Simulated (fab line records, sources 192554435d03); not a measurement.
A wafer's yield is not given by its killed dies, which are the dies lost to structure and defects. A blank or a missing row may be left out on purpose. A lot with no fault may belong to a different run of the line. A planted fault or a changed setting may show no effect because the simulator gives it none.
The tool behind it: which one? + flow n5Finfet + 15 lots, 45 wafers sampled, at 4 steps of a route of 1938

== WHAT THE GAUGES READ, wafer by wafer ==
No reading from a measuring or inspecting step in the record can be judged against a usual standard deviation.

== TOOL THAT RAN EACH LOT (tool first, then ch and the chambers of the sampled wafers, then the start) ==
| lot  | N5_BEOL_M6_SPUTTER_48       | N5_BEOL_M7_ILD_DEP_00           | N5_BEOL_M7_HM_DEP_02        | N5_BEOL_M7_EXPOSE_08              |
|------|-----------------------------|---------------------------------|-----------------------------|-----------------------------------|
| L850 | pvdSputter-02, day 8 09:45  | pecvd-01 ch 0,1,2, day 8 11:00  | pvdSputter-01, day 8 13:22  | arfiScanner-01 ch 0, day 8 13:46  |
| L851 | pvdSputter-03, day 9 05:11  | pecvd-04 ch 0,2, day 9 06:24    | pvdSputter-01, day 9 08:28  | arfiScanner-01 ch 0, day 9 08:50  |
| L852 | pvdSputter-01, day 9 08:18  | pecvd-04 ch 0,1, day 9 10:05    | pvdSputter-01, day 9 12:18  | arfiScanner-01 ch 0, day 9 12:34  |
| L853 | pvdSputter-03, day 9 11:22  | pecvd-04 ch 0, day 9 12:22      | pvdSputter-03, day 9 13:17  | arfiScanner-01 ch 0, day 9 13:32  |
| L856 | pvdSputter-01, day 10 07:13 | pecvd-04 ch 0,1, day 10 08:19   | pvdSputter-02, day 10 09:48 | arfiScanner-02 ch 0, day 10 10:10 |
| L857 | pvdSputter-02, day 10 13:14 | pecvd-03 ch 0,1,2, day 10 14:16 | pvdSputter-02, day 10 14:58 | arfiScanner-02 ch 0, day 10 15:13 |
| L861 | pvdSputter-01, day 11 06:52 | pecvd-03 ch 1,2, day 11 08:04   | pvdSputter-02, day 11 08:50 | arfiScanner-01, day 11 09:11      |
| L863 | pvdSputter-01, day 11 22:21 | pecvd-01 ch 1,2, day 12 01:08   | pvdSputter-03, day 12 03:42 | arfiScanner-01, day 12 03:58      |
| L862 | pvdSputter-01, day 12 03:15 | pecvd-04 ch 0,1,2, day 12 04:29 | pvdSputter-03, day 12 07:10 | arfiScanner-03, day 12 07:33      |
| L868 | pvdSputter-03, day 13 06:10 | pecvd-03 ch 0,1,2, day 13 07:10 | pvdSputter-01, day 13 08:53 | arfiScanner-01 ch 0, day 13 09:09 |
| L870 | pvdSputter-03, day 13 10:08 | pecvd-03 ch 1,2, day 13 11:12   | pvdSputter-03, day 13 12:59 | arfiScanner-01 ch 0, day 13 13:14 |
| L869 | pvdSputter-03, day 13 12:08 | pecvd-03 ch 0,2, day 13 13:14   | pvdSputter-03, day 13 16:32 | arfiScanner-03 ch 0, day 13 16:54 |
| L871 | pvdSputter-03, day 13 18:20 | pecvd-03 ch 0,2, day 13 19:20   | pvdSputter-02, day 13 21:09 | arfiScanner-03 ch 0, day 13 21:24 |
| L872 | pvdSputter-01, day 14 01:23 | pecvd-01 ch 1,2, day 14 02:27   | pvdSputter-03, day 14 03:19 | arfiScanner-01 ch 0, day 14 03:41 |
| L873 | pvdSputter-02, day 14 16:58 | pecvd-01 ch 1,2, day 14 18:07   | pvdSputter-02, day 14 19:43 | arfiScanner-03 ch 0, day 14 20:07 |
- N5_BEOL_M6_SPUTTER_48: material Cu, target thk 10 nm, time 1.667 s.
- N5_BEOL_M7_ILD_DEP_00: deposits SiCOH lowk from DEMS/porogen, target thk 179.75 nm, time 33.4 s.
- N5_BEOL_M7_HM_DEP_02: deposits TiN, target thk 20 nm.
- N5_BEOL_M7_EXPOSE_08: exposes mask M7.

== AS READ BY THE TOOLS THEMSELVES (means over the sampled wafers that have a number; for cases with no such wafer, the mark the record gives instead) ==
N5_BEOL_M6_SPUTTER_48.
| lot  | tool          | throttleValvePct (%) |
|------|---------------|----------------------|
| L850 | pvdSputter-02 | 30.5                 |
| L851 | pvdSputter-03 | 30.9                 |
| L852 | pvdSputter-01 | 28.1                 |
| L853 | pvdSputter-03 | 30.3                 |
| L856 | pvdSputter-01 | 29.3                 |
| L857 | pvdSputter-02 | 29.8                 |
| L861 | pvdSputter-01 | 28.0                 |
| L863 | pvdSputter-01 | 27.2                 |
| L862 | pvdSputter-01 | 28.3                 |
| L868 | pvdSputter-03 | 30.1                 |
| L870 | pvdSputter-03 | 30.7                 |
| L869 | pvdSputter-03 | 30.1                 |
| L871 | pvdSputter-03 | 30.4                 |
| L872 | pvdSputter-01 | 29.0                 |
| L873 | pvdSputter-02 | 30.3                 |

N5_BEOL_M7_ILD_DEP_00.
| lot  | tool     | heaterPowerW (W) | showerheadPlenumPTorr (Torr) | throttleValvePct (%) |
|------|----------|------------------|------------------------------|----------------------|
| L850 | pecvd-01 | 310              | 5.724                        | 13.2                 |
| L851 | pecvd-04 | 358              | 5.741                        | 15.3                 |
| L852 | pecvd-04 | 400              | 5.750                        | 14.3                 |
| L853 | pecvd-04 | 371              | 5.754                        | 14.3                 |
| L856 | pecvd-04 | 424              | 5.751                        | 14.1                 |
| L857 | pecvd-03 | 287              | 5.739                        | 13.7                 |
| L861 | pecvd-03 | 261              | 5.729                        | 13.8                 |
| L863 | pecvd-01 | 319              | 5.728                        | 13.2                 |
| L862 | pecvd-04 | 364              | 5.749                        | 14.0                 |
| L868 | pecvd-03 | 270              | 5.736                        | 13.7                 |
| L870 | pecvd-03 | 290              | 5.737                        | 13.7                 |
| L869 | pecvd-03 | 273              | 5.738                        | 13.5                 |
| L871 | pecvd-03 | 291              | 5.745                        | 13.5                 |
| L872 | pecvd-01 | 311              | 5.719                        | 13.0                 |
| L873 | pecvd-01 | 295              | 5.725                        | 13.1                 |

N5_BEOL_M7_HM_DEP_02.
| lot  | tool          | throttleValvePct (%) |
|------|---------------|----------------------|
| L850 | pvdSputter-01 | 28.4                 |
| L851 | pvdSputter-01 | 28.2                 |
| L852 | pvdSputter-01 | 28.2                 |
| L853 | pvdSputter-03 | 30.1                 |
| L856 | pvdSputter-02 | 30.0                 |
| L857 | pvdSputter-02 | 29.7                 |
| L861 | pvdSputter-02 | 29.3                 |
| L863 | pvdSputter-03 | 30.4                 |
| L862 | pvdSputter-03 | 30.8                 |
| L868 | pvdSputter-01 | 27.4                 |
| L870 | pvdSputter-03 | 30.3                 |
| L869 | pvdSputter-03 | 30.7                 |
| L871 | pvdSputter-02 | 29.9                 |
| L872 | pvdSputter-03 | 30.4                 |
| L873 | pvdSputter-02 | 29.7                 |

N5_BEOL_M7_EXPOSE_08.
| lot  | tool           | exposureDoseMJCm2 | reticleTempC (C) |
|------|----------------|-------------------|------------------|
| L850 | arfiScanner-01 | 68.22             | 23.03            |
| L851 | arfiScanner-01 | 68.26             | 22.81            |
| L852 | arfiScanner-01 | 68.23             | 23.04            |
| L853 | arfiScanner-01 | 68.22             | 22.99            |
| L856 | arfiScanner-02 | 68.19             | 23.11            |
| L857 | arfiScanner-02 | 68.29             | 23.02            |
| L861 | arfiScanner-01 | -                 | -                |
| L863 | arfiScanner-01 | -                 | -                |
| L862 | arfiScanner-03 | -                 | -                |
| L868 | arfiScanner-01 | 68.26             | 23.02            |
| L870 | arfiScanner-01 | 68.27             | 23.07            |
| L869 | arfiScanner-03 | 68.23             | 22.99            |
| L871 | arfiScanner-03 | 68.13             | 23.01            |
| L872 | arfiScanner-01 | 68.17             | 23.03            |
| L873 | arfiScanner-03 | 68.29             | 22.97            |

== THE ANSWER, worked out from the rows above alone ==
Rule: the lots themselves supply what counts as usual. The widest of any qualifying gaps counts: lots, ordered by their means at a reading, are off when they make up no more than a third of the lots, leave a main group of 4 or more, and stand apart from it by 3 or more times the standard deviation of that group's means. A main group whose means are all the same, to the digits that the tables above print for the reading, isn't used. Also off: a lot with no number at a reading for which 4 or more lots have one. Where the step has rows for the other lots, those lots are counted as sound. After the gauges, taken in route order, come the tools' own readings; for these a lot's mean is taken, as printed above. The first step at which some lot is off is used, and at that step the reading that is off furthest; a lot without a number counts as furthest.
Off at N5_BEOL_M7_EXPOSE_08 (exposureDoseMJCm2): L861, L863, L862. Without a number there: L861, L863, L862. Main group: mean 68.23, sd 0.047.
If a tool, at that step or one of the process steps before it, ran each lot that is off and ran no sound lot following the first of them, it fits. Of those tried, none fits.

== WHAT HAD BEEN PUT IN BY THE SIMULATOR ==
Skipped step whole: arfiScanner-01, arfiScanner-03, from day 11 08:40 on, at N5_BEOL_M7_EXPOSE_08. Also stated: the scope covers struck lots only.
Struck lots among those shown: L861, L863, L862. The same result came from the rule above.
